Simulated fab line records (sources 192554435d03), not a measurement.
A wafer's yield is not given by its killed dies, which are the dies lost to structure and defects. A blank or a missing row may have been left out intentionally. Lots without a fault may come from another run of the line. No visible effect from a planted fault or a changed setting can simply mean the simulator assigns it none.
Matching of chambers    flow n5Finfet    N5_BEOL_M6_CMP_52 on cmp-01: 4 sister chambers
The step polishes, stops on SiCOH lowk, t overpolish 6.9 s, target thk 80 nm. 20 wafers are shown with their chamber, then 10 later ones without.

## WAFERS WITH THEIR CHAMBER
wafer   chamber  motorCurrentA (A)  barrierFieldEndpointS (s)  platenRpm (rpm)
L075.2  2        6.9                28.9                       50.03
L075.4  1        4.5                28.3                       49.97
L075.5  3        6.9                28.1                       50.01
L077.1  2        6.6                29.6                       49.99
L077.4  3        6.7                30.2                       50.02
L077.6  2        6.8                29.7                       49.97
L081.1  1        4.9                28.9                       50.04
L081.2  3        7.0                29.5                       49.97
L081.4  0        6.4                29.5                       50.01
L084.4  3        6.9                30.1                       49.96
L084.5  1        4.8                29.3                       50.00
L084.6  0        6.0                29.3                       49.99
L087.2  1        4.7                28.9                       50.07
L087.4  0        6.4                29.0                       49.99
L087.6  3        6.9                29.9                       49.97
L095.4  0        6.1                29.0                       50.00
L095.5  2        6.7                28.5                       50.00
L095.6  1        4.9                29.0                       50.06
L091.1  2        7.0                28.0                       50.03
L091.2  1        4.5                27.3                       50.00

SIGNATURES, as means of the wafers listed above
reading                chamber 0  chamber 1  chamber 2  chamber 3  scatter within a chamber
motorCurrentA          6.225      4.717      6.800      6.880      0.167
barrierFieldEndpointS  29.200     28.617     28.940     29.560     0.7
platenRpm              49.9975    50.0233    50.0040    49.9860    0.0292
Rule: distance of a wafer from a chamber = root of the sum over the readings of ((wafer's reading minus chamber's mean) / reading's scatter) squared. If the next closest chamber is less than 2 further off than the closest, the wafer can't be placed; otherwise it belongs to the closest. The scatter is the square root of a quotient: the sum, over the shown wafers, of each reading's squared deviation from its chamber's mean, divided by wafers minus chambers.

## WAFERS MISSING THEIR CHAMBER
wafer   motorCurrentA (A)  barrierFieldEndpointS (s)  platenRpm (rpm)
L091.3  6.1                27.6                       49.99
L093.1  6.8                28.8                       50.03
L093.4  4.8                29.2                       49.99
L093.5  6.2                28.3                       50.00
L082.1  7.2                29.2                       50.00
L082.3  6.5                28.9                       49.99
L082.6  6.9                29.0                       49.99
L096.3  4.7                28.2                       49.98
L096.4  7.0                29.1                       49.96
L096.6  4.4                28.7                       49.95

## CHAMBER TAKEN BY EACH
wafer   from the rows above           in truth
L091.3  0                             0
L093.1  can't be placed: 2 or 3       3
L093.4  1                             1
L093.5  0                             0
L082.1  can't be placed: 3 or 2       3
L082.3  can't be placed: 0 or 2 or 3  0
L082.6  can't be placed: 2 or 3       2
L096.3  1                             1
L096.4  can't be placed: 3 or 2       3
L096.6  1                             1
Placed correctly: 5 of 10. Unplaceable from these rows: 5, with the true chamber sitting among the candidates in 5. Number placed wrongly: 0.
